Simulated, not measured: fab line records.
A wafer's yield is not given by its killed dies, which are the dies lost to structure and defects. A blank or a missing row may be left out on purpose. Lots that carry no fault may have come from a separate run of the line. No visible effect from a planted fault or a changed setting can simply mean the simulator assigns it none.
fab line records ; flow n5-finfet
[record] lots = 10; wafers = 30; last-day = 18
route steps=1938 shown BEOL_M4@1111 BEOL_M8@1380 BEOL_M9@1402 PASSIVATION@1936
lots with no fault: from the same line, run without faults
start-h: the number of hours between the record's first day and the start of the first shown wafer of the lot ; wait-h: hours elapsed since this lot's preceding step ; " repeats the value in the row above ; L1.1+2: a single row standing in for several wafers ; - no value, or no start was given ; * or withheld: withheld ; < > ~ a bound
route shown NAME@n: names a module that has steps shown in the file, with the first one's number in the route ; usual: mean/standard deviation taken from wafers without a fault ; same: alike in all rows ; chamber/n: place in a boat ; sites: per-site readings ; _std_site: their standard deviation ; _edge_site: mean of outer sites minus mean of inner sites ; radius-mm: how far each site lies from the wafer's centre ; mask NAME#n: copy n ; behind: the last tool/chamber to shape the wafer ; hold: reason for holding the lot/hours on hold/outcome of the hold ; device: which transistor (n, p or np) failed to switch ; end of line: tests run on the same wafers once the route is complete ; a step with no rows: only its recipe ; killed: the dies lost at the first sort to structure and to defects; this is not the yield of the wafer ; map: a wafer's dies, x killed, . not, _ none there
set.NAME: the setting as run; set.NAME@STEP: as run at that earlier step ; model.NAME: the simulator's own value behind a step, which no gauge read
the route's steps for a sample of lots (tables are steps, rows are wafers)
services: the hour from which a tool's chamber was out of use, counted from the record's first day as start-h (under 0 if before that day), plus the number of hours and why
[[steps]]
[step N5_BEOL_M4_RC_MEAS_101]
[usual] DIBL_N = 36.3/1.8; DIBL_P = 36.5/2.1; IOFF_N = 0.16/0.031; IOFF_P = 0.22/0.038; ION_N = 677/12; ION_P = 466/7.8; SS_N = 71.5/0.61; SS_P = 73.2/0.7; VT_N = 249/3; VT_P = -248.9/3
lot.wafer;tool;chamber;start-h;wait-h;DIBL_N[mV/V];DIBL_P[mV/V];IOFF_N[nA/um];IOFF_P[nA/um];ION_N[uA/um];ION_P[uA/um];SS_N[mV/dec];SS_P[mV/dec];VT_N[mV];VT_P[mV]
L963.1;prober-02;0;200.24;0.0;38.2;38.6;0.20;0.24;693;464;72.0;73.6;247;-246.9
L963.2;prober-02;0;200.24;0.0;36.2;36.3;0.17;0.20;688;462;71.4;72.0;250;-250.2
L963.5;prober-02;0;200.24;0.0;39.2;38.9;0.22;0.27;691;466;72.4;73.8;244;-246.2
L965.1;prober-02;0;207.06;0.0;38.6;37.6;0.19;0.25;681;468;71.4;74.4;248;-248.4
L965.4;prober-02;0;207.06;0.0;36.0;36.0;0.16;0.23;691;473;71.2;73.8;247;-246.6
L965.6;prober-02;0;207.06;0.0;37.0;36.9;0.17;0.23;694;472;70.9;73.6;248;-249.9
L968.2;prober-02;0;217.02;0.2;35.5;37.0;0.17;0.27;689;478;71.1;73.5;246;-243.1
L968.5;prober-02;0;217.02;0.2;34.6;35.8;0.15;0.24;687;480;71.0;72.2;249;-246.4
L968.6;prober-02;0;217.02;0.2;39.3;42.0;0.28;0.38;708;488;72.2;73.6;238;-240.6
L967.1;prober-01;0;229.69;0.0;35.2;34.4;0.14;0.19;678;469;71.7;72.3;249;-249.9
L967.3;prober-01;0;229.69;0.0;39.7;39.6;0.22;0.26;673;460;72.0;74.2;247;-245.4
L967.4;prober-01;0;229.69;0.0;40.4;41.0;0.24;0.30;703;474;71.7;74.4;242;-245.9
L971.1;prober-01;0;236.79;0.0;39.5;38.0;0.17;0.22;673;458;72.5;74.0;249;-249.8
L971.3;prober-01;0;236.79;0.0;37.6;36.5;0.16;0.22;673;468;71.8;72.9;250;-250.6
L971.6;prober-01;0;236.79;0.0;40.1;38.6;0.18;0.23;686;466;72.8;74.0;250;-247.5
L975.1;prober-02;0;267.05;0.0;36.2;36.2;0.15;0.23;666;464;71.3;73.1;252;-248.3
L975.3;prober-02;0;267.05;0.0;35.5;36.1;0.15;0.22;679;474;71.7;73.5;247;-250.4
L975.6;prober-02;0;267.05;0.0;39.4;40.5;0.21;0.32;687;479;71.9;73.8;244;-243.2
L976.1;prober-02;0;278.13;0.0;35.1;36.2;0.16;0.21;657;455;71.8;73.9;251;-250.5
L976.3;prober-02;0;278.13;0.0;34.8;35.9;0.16;0.21;670;459;70.6;72.9;250;-249.4
L976.5;prober-02;0;278.13;0.0;37.0;38.6;0.20;0.26;687;471;71.7;72.8;246;-247.5
L979.4;prober-02;0;281.58;0.5;34.9;35.1;0.15;0.21;681;469;71.1;72.8;247;-249.8
L979.5;prober-02;0;281.58;0.5;37.3;38.4;0.20;0.25;686;470;71.6;73.8;247;-248.2
L979.6;prober-02;0;281.58;0.5;34.2;34.0;0.14;0.18;664;462;71.3;72.1;251;-254.4
L984.4;prober-01;0;313.39;0.5;34.1;35.5;0.14;0.20;680;469;71.8;72.6;250;-250.0
L984.5;prober-01;0;313.39;0.5;34.1;34.8;0.14;0.19;661;457;71.4;72.4;249;-249.1
L984.6;prober-01;0;313.39;0.5;38.3;40.8;0.23;0.31;698;477;71.7;73.5;245;-246.5
L983.2;prober-01;0;316.46;0.2;36.1;36.8;0.17;0.23;682;469;71.8;73.2;248;-249.1
L983.4;prober-01;0;316.46;0.2;36.2;36.5;0.16;0.23;682;475;71.7;72.9;248;-246.7
L983.6;prober-01;0;316.46;0.2;36.2;37.3;0.16;0.25;683;467;71.4;73.1;249;-244.5
[step N5_BEOL_M8_OCD_MEAS_38]
[usual] trench-depth-nm = 93.4/1.9
lot.wafer;tool;chamber;start-h;wait-h;trench-depth-nm
L963.1;ocd-01;-;239.04;-;94.1
L963.2;ocd-01;-;239.04;-;94.4
L963.5;ocd-01;-;239.04;-;95.9
L965.1;ocd-01;-;243.53;-;93.8
L965.4;ocd-01;-;243.53;-;93.9
L965.6;ocd-01;-;243.53;-;93.3
L968.2;ocd-01;-;252.33;-;96.6
L968.5;ocd-01;-;252.33;-;96.5
L968.6;ocd-01;-;252.33;-;94.6
L967.1;ocd-01;-;266.76;-;90.1
L967.3;ocd-01;-;266.76;-;94.0
L967.4;ocd-01;-;266.76;-;90.9
L971.1;ocd-01;-;269.08;-;93.7
L971.3;ocd-01;-;269.08;-;96.9
L971.6;ocd-01;-;269.08;-;94.1
L975.1;ocd-02;-;306.40;-;95.4
L975.3;ocd-02;-;306.40;-;93.2
L975.6;ocd-02;-;306.40;-;95.0
L976.1;ocd-02;-;311.57;-;90.2
L976.3;ocd-02;-;311.57;-;94.6
L976.5;ocd-02;-;311.57;-;90.4
L979.4;ocd-02;-;319.48;-;94.5
L979.5;ocd-02;-;319.48;-;93.0
L979.6;ocd-02;-;319.48;-;90.0
L984.4;ocd-02;-;353.18;-;94.6
L984.5;ocd-02;-;353.18;-;94.5
L984.6;ocd-02;-;353.18;-;95.4
L983.2;ocd-01;-;353.62;-;94.9
L983.4;ocd-01;-;353.62;-;94.3
L983.6;ocd-01;-;353.62;-;96.2
[step N5_BEOL_M8_ECD_50]
[recipe] material = Cu; target-thk-a = 3000
lot.wafer;tool;chamber;start-h;wait-h
L963.1+2+5;ecd-cu-01;0,1,1;240.79;0.1
L965.1+4+6;ecd-cu-01;1,0,0;245.39;0.1
L968.2+5+6;ecd-cu-02;0,1,0;253.98;0.1
L967.1+3+4;ecd-cu-02;0,1,0;268.25;0.1
L971.1+3+6;ecd-cu-01;0;272.01;0.1
L975.1+3+6;ecd-cu-01;0,1,0;307.91;0.1
L976.1+3+5;ecd-cu-01;0,0,1;313.23;0.1
L979.4+5+6;ecd-cu-02;0,0,1;321.47;0.1
L984.4+5+6;ecd-cu-01;1,0,1;355.27;0.1
L983.2+4+6;ecd-cu-01;0,1,1;355.49;0.1
[step N5_BEOL_M8_CMP_52]
[recipe] stop-on = SiCOH_lowk; t-overpolish-s = 6.9; down-force-psi = 1; platen-rpm = 50; clearing-platen-down-force-psi = 1.5; clearing-platen-rpm = 50; post-cmp-clean = cu-alkaline; target-thk-nm = 80; clearing-platen-pad-velocity-m-s = 0.99484; pad-velocity-m-s = 0.99484
[usual] motor-current-A = 6.4/0.73; time-to-endpoint-s = 63/3.2
lot.wafer;tool;chamber;start-h;wait-h;motor-current-A;time-to-endpoint-s
L963.1;cmp-03;0;241.18;0.3;5.5;65
L963.2;cmp-03;3;241.18;0.3;6.4;61
L963.5;cmp-03;1;241.18;0.3;6.7;62
L965.4;cmp-04;0;245.79;0.1;5.8;62
L965.1;cmp-04;1;245.79;0.1;6.1;69
L965.6;cmp-04;1;245.79;0.1;6.1;68
L968.2;cmp-03;0;254.37;0.2;5.5;63
L968.6;cmp-03;0;254.37;0.2;5.8;65
L968.5;cmp-03;1;254.37;0.2;6.5;58
L967.1;cmp-04;2;268.64;0.3;5.6;62
L967.4;cmp-04;3;268.64;0.3;7.8;63
L967.3;cmp-04;1;268.64;0.3;5.9;64
L971.3;cmp-03;3;272.44;0.2;6.9;61
L971.1;cmp-03;0;272.44;0.2;5.7;67
L971.6;cmp-03;3;272.44;0.2;7.3;57
L975.3;cmp-04;1;308.32;0.2;5.7;0
L975.1;cmp-04;2;308.32;0.2;5.3;5
L975.6;cmp-04;1;308.32;0.2;6.1;3
L976.3;cmp-04;0;313.94;0.2;5.8;2
L976.1;cmp-04;2;313.94;0.2;5.4;4
L976.5;cmp-04;0;313.94;0.2;5.9;3
L979.4;cmp-04;2;322.10;0.2;5.4;1
L979.6;cmp-04;1;322.10;0.2;6.1;4
L979.5;cmp-04;2;322.10;0.2;5.3;2
L984.4;cmp-02;2;355.68;0.2;6.8;59
L984.6;cmp-02;1;355.68;0.2;6.8;58
L984.5;cmp-02;2;355.68;0.2;6.8;63
L983.2;cmp-02;3;356.20;0.2;6.7;59
L983.4;cmp-02;1;356.20;0.2;6.8;61
L983.6;cmp-02;0;356.20;0.2;6.4;68
[step N5_BEOL_M8_DEP_56]
[recipe] material = SiCN; target-thk-a = 100; temp-c = withheld; precursor = 3MS/NH3; pressure-torr = 3; rf-w = 202; time-s = 17.5
[usual] showerhead-plenum-p-Torr = 3.669/0.016; showerhead-vpp-V = 846/35; throttle-valve-pct = 8.9/0.5
lot.wafer;tool;chamber;start-h;wait-h;showerhead-plenum-p-Torr;showerhead-vpp-V;throttle-valve-pct
L963.1;pecvd-03;0;241.54;0.0;3.653;888;9.0
L963.2;pecvd-03;2;241.54;0.0;3.663;893;8.5
L963.5;pecvd-03;1;241.54;0.0;3.699;863;8.9
L965.1;pecvd-03;1;246.15;0.0;3.698;871;9.5
L965.4;pecvd-03;0;246.15;0.0;3.663;884;8.7
L965.6;pecvd-03;2;246.15;0.0;3.661;888;8.5
L968.2;pecvd-02;2;254.73;0.0;3.662;852;8.7
L968.5;pecvd-02;2;254.73;0.0;3.664;836;8.6
L968.6;pecvd-02;1;254.73;0.0;3.643;842;8.7
L967.1;pecvd-02;1;268.99;0.0;3.642;821;8.9
L967.3;pecvd-02;0;268.99;0.0;3.656;815;8.9
L967.4;pecvd-02;0;268.99;0.0;3.661;805;8.7
L971.1;pecvd-02;0;272.76;0.0;3.647;840;8.8
L971.3;pecvd-02;2;272.76;0.0;3.668;828;8.7
L971.6;pecvd-02;1;272.76;0.0;3.648;842;8.5
L975.1;pecvd-01;2;308.69;0.0;3.675;767;8.2
L975.3;pecvd-01;1;308.69;0.0;3.684;888;9.9
L975.6;pecvd-01;1;308.69;0.0;3.673;903;10.1
L976.1;pecvd-01;1;314.30;0.0;3.680;902;10.1
L976.3;pecvd-01;2;314.30;0.0;3.684;791;8.3
L976.5;pecvd-01;0;314.30;0.0;3.682;818;10.0
L979.4;pecvd-01;0;322.43;0.0;3.683;818;10.2
L979.5;pecvd-01;1;322.43;0.0;3.683;902;10.1
L979.6;pecvd-01;2;322.43;0.0;3.682;794;8.1
L984.4;pecvd-02;1;356.02;0.0;3.641;835;8.8
L984.5;pecvd-02;2;356.02;0.0;3.673;840;8.8
L984.6;pecvd-02;0;356.02;0.0;3.658;804;8.8
L983.2;pecvd-02;1;356.55;0.0;3.652;835;8.7
L983.4;pecvd-02;1;356.55;0.0;3.654;838;8.5
L983.6;pecvd-02;2;356.55;0.0;3.678;836;8.8
[step N5_BEOL_M9_CURE_71]
[recipe] temp-c = 385; time-s = 240; ambient = He/Ar; material = SiCOH_lowk
[usual] lamp-power-pct = 52.32/0.053; wafer_temp_C_max = 386.5/0.69
lot.wafer;tool;chamber;start-h;wait-h;lamp-power-pct;wafer_temp_C_max
L963.1;uv-cure-01;1;241.75;0.0;52.27;386.7
L963.2;uv-cure-01;1;241.75;0.0;52.26;386.8
L963.5;uv-cure-01;1;241.75;0.0;52.38;386.8
L965.1;uv-cure-02;0;246.36;0.0;52.39;386.4
L965.4;uv-cure-02;0;246.36;0.0;52.37;386.4
L965.6;uv-cure-02;0;246.36;0.0;52.32;386.2
L968.2;uv-cure-01;0;255.06;0.1;52.29;388.3
L968.5;uv-cure-01;0;255.06;0.1;52.32;387.5
L968.6;uv-cure-01;0;255.06;0.1;52.23;387.9
L967.1;uv-cure-01;1;269.20;0.0;52.34;386.5
L967.3;uv-cure-01;1;269.20;0.0;52.31;386.9
L967.4;uv-cure-01;1;269.20;0.0;52.39;386.8
L971.1;uv-cure-01;1;272.97;0.0;52.40;386.4
L971.3;uv-cure-01;1;272.97;0.0;52.50;386.6
L971.6;uv-cure-01;1;272.97;0.0;52.25;386.1
L984.4;uv-cure-03;0;356.45;0.3;52.41;387.7
L984.5;uv-cure-03;0;356.45;0.3;52.33;387.7
L984.6;uv-cure-03;0;356.45;0.3;52.26;388.3
L983.2;uv-cure-03;1;356.84;0.1;52.33;385.6
L983.4;uv-cure-03;1;356.84;0.1;52.23;385.8
L983.6;uv-cure-03;1;356.84;0.1;52.31;386.4
[step N5_PASSIVATION_PROBE_49]
[usual] defect-limited-yield = 91.2/1.5; killed_at_M0_to_M3 = 33/9.6; killed_at_M4_up = 14/5.6; killed-at-contacts = 14/5.5; killed-at-front-end = 40/13; killed-at-other = 4/3; killed-dies = 104/17; killed-on-rim = 14/4.3; killed-open = 68/13; killed-short = 33/7.2; sort_bin_4_leakage = 0.00/0.014; sort_bin_5_function = 5.2/0.95; sort_bin_6_memory = 3.3/0.62; sort-n-pass = 1076/17; sort-yield-pct = 91.2/1.5
[same] gross-dies = 1180; killed-at-back-side = 0; sort_bin_8_speed[%] = 0
lot.wafer;tool;chamber;start-h;wait-h;defect-limited-yield[%];killed_at_M0_to_M3;killed_at_M4_up;killed-at-contacts;killed-at-front-end;killed-at-other;killed-dies;killed-on-rim;killed-open;killed-short;sort_bin_4_leakage[%];sort_bin_5_function[%];sort_bin_6_memory[%];sort-n-pass;sort-yield-pct[%]
L963.1;prober-02;-;312.44;0.0;90.9;30;30;8;36;3;107;23;75;27;0;5.3;3.5;1073;90.9
L963.2;prober-02;-;312.49;0.1;94.0;14;11;10;34;2;71;9;42;23;0;3.6;1.9;1109;94.0
L963.5;prober-02;-;312.64;0.2;91.0;23;31;22;27;3;106;12;69;36;0;5.1;3.4;1074;91.0
L965.1;prober-01;-;315.08;0.0;91.1;24;17;5;57;2;105;10;73;28;0;5.3;3.2;1075;91.1
L965.4;prober-01;-;315.23;0.2;88.8;40;17;16;57;2;132;18;87;41;0;7.6;3.2;1048;88.8
L965.6;prober-01;-;315.33;0.3;88.5;63;19;5;47;2;136;16;99;30;0;6.4;4.3;1044;88.5
L971.1;prober-02;-;341.92;0.0;91.4;20;5;20;54;2;101;17;69;29;0;4.4;3.6;1079;91.4
L971.3;prober-02;-;342.02;0.1;89.7;29;12;17;58;5;121;17;81;32;0;5.9;3.8;1059;89.7
L971.6;prober-02;-;342.17;0.3;90.8;35;13;15;45;1;109;17;71;29;0;5.9;2.8;1071;90.8
L975.1;prober-02;-;386.41;0.0;0;31;1090;16;41;2;1180;152;59;38;0;96.6;2.9;0;0
L975.3;prober-02;-;386.51;0.1;0;17;1117;13;30;3;1180;152;49;23;0;97.5;2.5;0;0
L975.6;prober-02;-;386.66;0.3;0;31;1096;8;39;6;1180;152;63;32;0;96.2;3.4;0;0
L976.1;prober-01;-;387.20;0.0;0;38;1076;23;34;9;1180;152;86;34;0;95.3;4.2;0;0
L976.3;prober-01;-;387.30;0.1;0;54;1081;17;26;2;1180;152;69;36;0;96.8;3.0;0;0
L976.5;prober-01;-;387.40;0.2;0;43;1070;19;41;7;1180;152;74;45;0;95.7;4.2;0;0
L979.4;prober-01;-;393.99;0.2;0;38;1079;13;50;0;1180;152;68;46;0;96.4;3.3;0;0
L979.5;prober-01;-;394.04;0.2;0;63;1065;12;37;3;1180;152;86;40;0;95.6;4.0;0;0
L979.6;prober-01;-;394.09;0.3;0;37;1086;21;36;0;1180;152;63;37;0;97.0;2.7;0;0
// killed by level:class
L963.1 BEOL_M4:geometric-particle:open=15 FIN_SAQP:geometric-particle:open=11 BEOL_M2:geometric-particle:open=11 FIN_SAQP:geometric-particle:short=8 BEOL_M3:geometric-particle:open=6 MOL_CONTACT_COAG:geometric-particle:open=5 BEOL_M5:geometric-particle:open=5 STI_FIN_REVEAL:geometric-particle:open=3
L963.2 FIN_SAQP:geometric-particle:open=8 BEOL_M4:geometric-particle:open=8 MOL_CONTACT_COAG:geometric-particle:open=7 HKMG_FIN:area-etch=5 STI_FIN_REVEAL:geometric-particle:open=4 BEOL_M0_SAQP:geometric-particle:short=4 FIN_SAQP:geometric-particle:short=3 DUMMY_GATE:geometric-particle:short=3
L963.5 MOL_CONTACT_COAG:geometric-particle:open=19 BEOL_M4:geometric-particle:open=15 FIN_SAQP:geometric-particle:open=8 BEOL_M0_SAQP:geometric-particle:short=8 GATE_CUT:geometric-particle:short=5 BEOL_M2:geometric-particle:open=5 BEOL_M5:geometric-particle:open=5 BEOL_M0_SAQP:geometric-particle:open=4
L965.1 STI_FIN_REVEAL:geometric-particle:open=16 BEOL_M4:geometric-particle:open=10 DUMMY_GATE:geometric-particle:open=8 FIN_SAQP:geometric-particle:open=7 BEOL_M0_SAQP:geometric-particle:open=6 STARTING-WAFER:geometric-particle:open=6 STI_FIN_REVEAL:geometric-particle:short=5 BEOL_M1:geometric-particle:open=5
L965.4 FIN_SAQP:geometric-particle:open=17 BEOL_M2:geometric-particle:open=15 FIN_SAQP:geometric-particle:short=12 MOL_CONTACT_COAG:geometric-particle:open=11 STI_FIN_REVEAL:geometric-particle:open=9 BEOL_M0_SAQP:geometric-particle:short=9 BEOL_M4:geometric-particle:open=7 BEOL_M0_SAQP:geometric-particle:open=6
L965.6 STI_FIN_REVEAL:geometric-particle:open=17 BEOL_M1:geometric-particle:open=16 FIN_SAQP:geometric-particle:open=11 BEOL_M0_SAQP:geometric-particle:short=11 BEOL_M0_SAQP:geometric-particle:open=11 BEOL_M4:geometric-particle:open=10 BEOL_M2:geometric-particle:open=10 BEOL_M3:geometric-particle:open=6
L971.1 MOL_CONTACT_COAG:geometric-particle:open=17 STI_FIN_REVEAL:geometric-particle:open=14 FIN_SAQP:geometric-particle:short=7 FIN_SAQP:geometric-particle:open=6 DUMMY_GATE:geometric-particle:open=6 GATE_CUT:geometric-particle:short=6 BEOL_M1:geometric-particle:open=6 BEOL_M0_SAQP:geometric-particle:open=5
L971.3 FIN_SAQP:geometric-particle:open=17 MOL_CONTACT_COAG:geometric-particle:open=13 BEOL_M1:geometric-particle:open=11 DUMMY_GATE:geometric-particle:open=8 STI_FIN_REVEAL:geometric-particle:open=6 DUMMY_GATE:geometric-particle:short=5 BEOL_M0_SAQP:geometric-particle:short=5 MOL_CONTACT_COAG:geometric-particle:short=4
L971.6 FIN_SAQP:geometric-particle:open=14 BEOL_M0_SAQP:geometric-particle:open=13 MOL_CONTACT_COAG:geometric-particle:open=11 BEOL_M1:geometric-particle:open=8 BEOL_M0_SAQP:geometric-particle:short=6 STARTING-WAFER:geometric-particle:open=5 FIN_SAQP:geometric-particle:short=4 BEOL_M1:geometric-particle:short=4
L975.1 BEOL_M8:area-ecd=1082 FIN_SAQP:geometric-particle:open=12 MOL_CONTACT_COAG:geometric-particle:open=9 FIN_SAQP:geometric-particle:short=8 STI_FIN_REVEAL:geometric-particle:open=7 MOL_CONTACT_COAG:geometric-particle:short=7 BEOL_M2:geometric-particle:open=7 BEOL_M2:geometric-particle:short=6
L975.3 BEOL_M8:area-ecd=1108 MOL_CONTACT_COAG:geometric-particle:open=13 FIN_SAQP:geometric-particle:open=6 FIN_SAQP:geometric-particle:short=5 STI_FIN_REVEAL:geometric-particle:open=4 BEOL_M3:geometric-particle:short=4 DUMMY_GATE:geometric-particle:open=4 BEOL_M4:geometric-particle:open=4
L975.6 BEOL_M8:area-ecd=1085 FIN_SAQP:geometric-particle:open=11 BEOL_M1:geometric-particle:open=8 STI_FIN_REVEAL:geometric-particle:open=7 MOL_CONTACT_COAG:geometric-particle:open=7 FIN_SAQP:geometric-particle:short=6 BEOL_M2:geometric-particle:open=6 BEOL_M4:geometric-particle:open=6
L976.1 BEOL_M8:area-ecd=1059 MOL_CONTACT_COAG:geometric-particle:open=18 BEOL_M3:geometric-particle:open=14 FIN_SAQP:geometric-particle:open=13 BEOL_M1:geometric-particle:open=10 STI_FIN_REVEAL:geometric-particle:open=6 MOL_CONTACT_COAG:geometric-particle:short=5 BEOL_M1:geometric-particle:short=5
L976.3 BEOL_M8:area-ecd=1072 BEOL_M1:geometric-particle:open=14 BEOL_M0_SAQP:geometric-particle:short=11 MOL_CONTACT_COAG:geometric-particle:open=11 BEOL_M3:geometric-particle:open=9 BEOL_M0_SAQP:geometric-particle:open=8 BEOL_M2:geometric-particle:open=7 MOL_CONTACT_COAG:geometric-particle:short=6
L976.5 BEOL_M8:area-ecd=1061 MOL_CONTACT_COAG:geometric-particle:open=16 FIN_SAQP:geometric-particle:short=15 BEOL_M0_SAQP:geometric-particle:open=12 BEOL_M0_SAQP:geometric-particle:short=11 FIN_SAQP:geometric-particle:open=9 BEOL_M3:geometric-particle:open=6 BEOL_M2:geometric-particle:open=5
L979.4 BEOL_M8:area-ecd=1065 BEOL_M0_SAQP:geometric-particle:short=12 STI_FIN_REVEAL:geometric-particle:open=11 MOL_CONTACT_COAG:geometric-particle:open=11 FIN_SAQP:geometric-particle:short=8 BEOL_M4:geometric-particle:open=8 BEOL_M2:geometric-particle:open=6 GATE_CUT:geometric-particle:short=5
L979.5 BEOL_M8:area-ecd=1054 BEOL_M0_SAQP:geometric-particle:open=22 BEOL_M0_SAQP:geometric-particle:short=17 BEOL_M2:geometric-particle:open=13 MOL_CONTACT_COAG:geometric-particle:open=10 FIN_SAQP:geometric-particle:short=8 BEOL_M4:geometric-particle:open=7 STI_FIN_REVEAL:geometric-particle:open=6
L979.6 BEOL_M8:area-ecd=1080 MOL_CONTACT_COAG:geometric-particle:open=17 BEOL_M0_SAQP:geometric-particle:short=12 BEOL_M0_SAQP:geometric-particle:open=9 BEOL_M2:geometric-particle:open=6 STI_FIN_REVEAL:geometric-particle:open=6 GATE_CUT:geometric-particle:short=6 DUMMY_GATE:geometric-particle:open=5
[[services]]
tool;chamber;start-h;hours;kind
cmp-02;-;220.59;2.2;repair
pecvd-01;0;221.01;1.7;repair
pecvd-01;-;224.83;0.8;repair
uv-cure-03;-;226.46;5.7;repair
cmp-02;-;235.42;0.2;repair
cmp-02;-;237.66;1.6;repair
pecvd-01;-;243.92;14.6;pm
cmp-02;-;260.11;0.7;repair
cmp-02;-;266.84;2.7;repair
uv-cure-02;-;271.68;7.5;pm
cmp-02;-;277.51;4.0;pm
ecd-cu-02;-;281.96;0.4;repair
pecvd-01;1;289.14;3.5;repair
uv-cure-03;-;291.28;22.2;pm
cmp-03;-;292.90;0.4;repair
pecvd-01;-;310.82;0.3;repair
pecvd-02;1;313.98;5.0;scheduled-down
uv-cure-01;-;327.76;7.5;pm
cmp-04;-;331.13;5.2;repair
cmp-02;-;340.24;3.8;repair
uv-cure-03;-;348.76;0.4;repair
cmp-04;-;349.07;4.2;repair
cmp-03;-;351.54;0.9;repair
cmp-03;-;355.75;5.8;pm
[[key]]
[first-sign] step = N5_BEOL_M8_CMP_52; reading = time-to-endpoint-s; direction = down; sigmas = 19; usual = *; struck = *
[effect] step = N5_PASSIVATION_PROBE_49; reading = killed_at_M4_up; direction = up; sigmas = 99+; usual = 14; struck = 1084
[more-kills-born-at] N5_BEOL_M8_ECD_50@ecd-cu-01 = 6467; N5_BEOL_M8_ECD_50@ecd-cu-02 = 3199
met-at N5_BEOL_M8_ECD_50
struck-lots L975,L976,L979
later-rows-left-out L975.1,L975.3,L975.6,L976.1,L976.3,L976.5,L979.4,L979.5,L979.6
not-acting-at N5_BEOL_M8_OCD_MEAS_38,N5_BEOL_M8_DEP_56,N5_BEOL_M9_CURE_71
onset-between 272.01 307.91
also-fits N5_BEOL_M8_CMP_52:cmp-04
[fault] kind = skipped-step-whole; tool = ecd-cu-01,ecd-cu-02; chamber = -; onset-h = 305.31; steps = N5_BEOL_M8_ECD_50; scope = struck-lots-only
// later-rows-left-out: the simulator's readings of these wafers behind a module that went badly wrong aren't trusted and aren't shown, but for the sort
